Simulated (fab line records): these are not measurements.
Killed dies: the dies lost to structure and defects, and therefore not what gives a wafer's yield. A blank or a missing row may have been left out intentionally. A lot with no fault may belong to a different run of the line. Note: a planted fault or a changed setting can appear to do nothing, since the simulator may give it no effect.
A lot that was struck, set against a sound lot :: flow nandHarc :: 14 out of 1159 route steps
Sound: the wafers L755.2, L755.3, L755.6. Wafers L753.2, L753.4, L753.5 were the ones struck. The cause is named last.
Per side, at each step with rows, come the tool, then ch with its chambers, and then its first start. Under that, the readings that differ: sound wafers :: struck wafers :: difference of the means :: sigmas: that difference in standard deviations of wafers without a fault.
alike: readings whose means differ by less than 2 such deviations, and words and numbers that are the same on both sides. not compared: withheld readings, readings that some wafer has no value for, bounds like >300 that may hide the same value, and numbers for which the record gives no deviation and whose values overlap.
The two part at a step that has a row with sigmas, a row that says differs or no value, or rows on one side only. Numbers that don't overlap but have no deviation are shown without sigmas and don't part them. Lack of a reading on every wafer of one side parts them only where that side has two or more wafers.

first, 3 steps without rows for these wafers: NHARC_A_STAIRCASE_STRIP_317 (strips in SPM, time 900 s); NHARC_A_STAIRCASE_PRECLEAN_318 (cleans in SC1); NHARC_A_STAIRCASE_SRD_329.
NHARC_A_STAIRCASE_ALD_415: deposits SiO2, target thk 30 nm, pulse time 6 s, ald cycles 300.
  sound on aldHk-01 ch 0,2, day 13 06:10; struck on aldHk-03 ch 0,2,3, day 12 10:20
  alike: heaterPowerW, precursorPulseHeightRel
NHARC_A_STAIRCASE_ETCHBACK_416: etches the open film in C4F8/O2/Ar, target depth 36 nm, time 7.2 s.
  sound on rieDiel-13 ch 0,1,2; struck on rieDiel-02 ch 1,3
reading: oesProductAu (a.u.)
sound: 0.93 0.92 0.92
struck: 1.01 1.01 1.01
difference: +0.09
sigmas: +2
  alike: rfVppV
  not compared: rfHoursCounterH
NHARC_A_STAIRCASE_STRIP_476: strips in O2, time 20 s.
  sound on rieDiel-13 ch 0,1,2, day 13 08:21; struck on rieDiel-02 ch 0,1,2, day 12 12:41
  alike: drypumpMotorCurrentA, mfcArSccm, oesProductAu, rfVppV, showerheadPlenumPTorr, throttleValvePct
  not compared: rfHoursCounterH
then, 4 steps without rows for these wafers: NHARC_A_STAIRCASE_DEP_417 (deposits Si3N4, target thk 60 nm); NHARC_A_STAIRCASE_WET_418 (chemistry H3PO4, target depth 20 nm); NHARC_A_STAIRCASE_PRECLEAN_419 (cleans in SC1); NHARC_A_STAIRCASE_SRD_421.
NHARC_A_STAIRCASE_ALD_420: deposits SiO2, target thk 20 nm, pulse time 6 s, ald cycles 200.
  sound on aldHk-01 ch 0,1, day 13 12:28; struck on aldHk-01 ch 0,2,3, day 12 16:43
  alike: heaterPowerW, precursorPulseHeightRel
NHARC_A_STAIRCASE_CVD_552: deposits SiNx, target thk 40 nm.
  sound on lpcvd-01 ch 1, day 13 16:58; struck on lpcvd-02 ch 1, day 13 01:05
  alike: zonePowerCentrePct
NHARC_A_STAIRCASE_DEP_151: deposits SiO2, target thk 3800 nm.
  sound on pecvd-04 ch 0,1,2, day 13 20:41; struck on pecvd-03 ch 0,1,2, day 13 17:08
  alike: heaterPowerW, mfcPrecursorSccm
-- break in the record here, with 9 days between the starts of the struck wafers on either side (left off in module A_STAIRCASE, picked up again in module END, where the first step shown is number 1159 on the route) --
NHARC_END_SORT_01:
  sound on prober-02 ch 0, day 20 17:23; struck on prober-01 ch 0, day 22 10:47
reading: killedAtArray
sound: 14 16 17
struck: 665 671 674
difference: +654
sigmas: +59

reading: killedDies
sound: 20 18 21
struck: 677 677 677
difference: +657
sigmas: +55
  alike: killedAtOther, killedAtPeriphery, killedOpen, killedShort

== WHERE THEY PART ==
Earliest at NHARC_A_STAIRCASE_ETCHBACK_416; latest, in this record, at NHARC_END_SORT_01.

WHY: what the simulator had put in
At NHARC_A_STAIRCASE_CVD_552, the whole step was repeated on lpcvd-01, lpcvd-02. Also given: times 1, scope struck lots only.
